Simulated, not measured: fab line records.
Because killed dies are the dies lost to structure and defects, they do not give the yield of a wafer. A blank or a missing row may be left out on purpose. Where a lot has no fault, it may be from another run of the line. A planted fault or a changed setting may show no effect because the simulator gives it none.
Matching of chambers -- flow n5 finfet -- N5_BEOL_M14_ILD_DEP_00 on pecvd-02: 3 sister chambers
The step deposits SiO2 from TEOS/O2, target thk 1119.3 nm, time 237.4 s. 6 wafers are shown with their chamber, then 8 later ones without.

== WAFERS, EACH WITH ITS CHAMBER ==
wafer,chamber,throttle valve pct (%),showerhead plenum p Torr (Torr)
L082.2,2,17.5,8.38
L082.5,0,17.8,8.39
L085.1,0,18.1,8.39
L085.2,1,19.6,8.33
L085.3,2,17.7,8.39
L088.1,1,19.9,8.33

== WAFERS MISSING THEIR CHAMBER ==
wafer,throttle valve pct (%),showerhead plenum p Torr (Torr)
L088.4,17.7,8.39
L088.5,20.0,8.31
L091.2,17.7,8.39
L091.3,20.0,8.32
L091.6,18.2,8.41
L095.1,17.7,8.39
L095.3,19.8,8.34
L095.6,17.9,8.40

== EACH ONE'S CHAMBER ==
wafer,from the rows above,in truth
L088.4,can't be placed: 0 or 2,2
L088.5,1,1
L091.2,can't be placed: 0 or 2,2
L091.3,1,1
L091.6,can't be placed: 0 or 2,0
L095.1,can't be placed: 0 or 2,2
L095.3,1,1
L095.6,can't be placed: 0 or 2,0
Correctly placed: 3 of 8. These rows do not allow placing 5 (true chamber among the candidates in 5). Placed wrongly: 0.
How it was worked out, from the rows above alone: a wafer's distance from a chamber is the root of the sum, over the readings, of the square of ((its reading less the chamber's mean) divided by the reading's scatter). If the next closest chamber is less than 2 further off than the closest, the wafer can't be placed; otherwise it belongs to the closest. The mean given for a chamber averages the wafers shown for that chamber. The scatter: take each reading less its chamber's mean, square it, sum over the shown wafers, divide by the number of wafers less the number of chambers, and take the root.
